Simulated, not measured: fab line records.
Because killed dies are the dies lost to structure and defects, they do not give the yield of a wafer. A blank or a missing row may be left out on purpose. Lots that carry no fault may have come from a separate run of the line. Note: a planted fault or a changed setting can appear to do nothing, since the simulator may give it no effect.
The same fault as seen by 3 desks | flow nandHarc | each desk holds nothing but its own numbers, with what lay behind them at the end

THE DEFECT DESK
Counts from the inspections along the route, per lot, as means over the sampled wafers that have a number. Marked OUT: a lot whose mean sits more than 4 standard deviations from the usual mean, which makes it out of limits; the brackets give that distance.
Columns: A = rawDefectCount at NHARC_P_STI_INSPECT_11, usual 5.3
lot  | first seen here | A
L385 | day 4 18:01     | 4.3
L386 | day 5 00:31     | 6.3
L388 | day 5 12:40     | 4.3
L389 | day 5 18:35     | 4.7
L391 | day 6 06:10     | 5.3
L394 | day 7 01:20     | 5.7
L399 | day 8 08:34     | 3.7
This desk's finding: nothing out of limits on any of the 7 lots.

METROLOGY DESK
Means of the sampled wafers that have a number, per lot and without regard to the tool the lot ran on: this is what the gauges read. Marked OUT: a lot whose mean sits more than 4 standard deviations from the usual mean, which makes it out of limits; the brackets give that distance.
Columns: A = cdNm at NHARC_P_STI_CD_MEAS_09, usual 200.3 nm; B = overlayXNm at NHARC_P_STI_OVL_MEAS_10, usual -1 nm; C = overlayYNm at NHARC_P_STI_OVL_MEAS_10, usual 0 nm
lot  | first seen here | A     | B  | C
L385 | day 4 17:53     | 194.8 | 0  | 5
L386 | day 5 00:23     | 201.3 | -3 | 8
L388 | day 5 12:32     | 204.3 | 5  | -2
L389 | day 5 18:28     | 201.2 | 0  | -11
L391 | day 6 06:03     | 198.7 | 0  | 2
L394 | day 7 01:13     | 201.2 | 1  | -4
L399 | day 8 08:27     | 198.8 | -8 | 12
This desk's finding: nothing out of limits on any of the 7 lots.

AT THE TOOL OWNER'S DESK: rieDiel-03
The tool's own readings at NHARC_P_STI_ETCH_42 (etches the open film in N2/H2, target depth 80 nm, overetch 24 nm, time 61 s): means of the sampled wafers that have a number, for each lot that ran on this tool. Marked OUT: a lot whose mean sits more than 4 standard deviations from the usual mean, which makes it out of limits; the brackets give that distance.
Columns: A = drypumpMotorCurrentA at NHARC_P_STI_ETCH_42, usual 5.7 A; B = oesProductAu at NHARC_P_STI_ETCH_42, usual 1.001 a.u.; C = rfVppV at NHARC_P_STI_ETCH_42, usual 430.6 V; D = runLengthS at NHARC_P_STI_ETCH_42, usual 82.1 s; E = showerheadPlenumPTorr at NHARC_P_STI_ETCH_42, usual 2.05 Torr; F = throttleValvePct at NHARC_P_STI_ETCH_42, usual 14.172 %
lot  | first seen here | A   | B     | C     | D              | E    | F
L385 | day 4 18:16     | 5.6 | 1.003 | 431.8 | 82.3           | 2.06 | 14.165
L386 | day 5 00:44     | 5.6 | 0.998 | 431.2 | 71.6 (-24) OUT | 2.06 | 14.181
L388 | day 5 12:53     | 5.5 | 1.005 | 432.5 | 71.5 (-24) OUT | 2.07 | 14.176
L389 | day 5 18:50     | 5.7 | 0.995 | 431.5 | 71.4 (-24) OUT | 2.09 | 14.173
This desk finds L386, L388, L389 out of limits, L386 being first, at day 5 00:44 (runLengthS at NHARC_P_STI_ETCH_42). L385 stayed within limits.

TAKEN TOGETHER
The tool owner's desk had the chance to raise an alarm at day 5 00:44 on L386, L388, L389.
Nothing the defect desk looked at was out of limits.
Metrology desk: nothing out of limits seen.
The defect desk has L386, L388, L389 on record, within its limits.
The metrology desk holds a record of L386, L388, L389, inside its limits.
Of the lots named, all ran NHARC_P_STI_ETCH_42 on rieDiel-03.

WHAT THE SIMULATOR HAD INSERTED
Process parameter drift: rieDiel-03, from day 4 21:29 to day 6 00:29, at NHARC_P_STI_ETCH_42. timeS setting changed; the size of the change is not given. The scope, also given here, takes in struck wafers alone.
Struck lots among those shown: L386, L388, L389.
Each desk's first reading out of limits, in hours after the fault started: the tool owner's desk, 3.
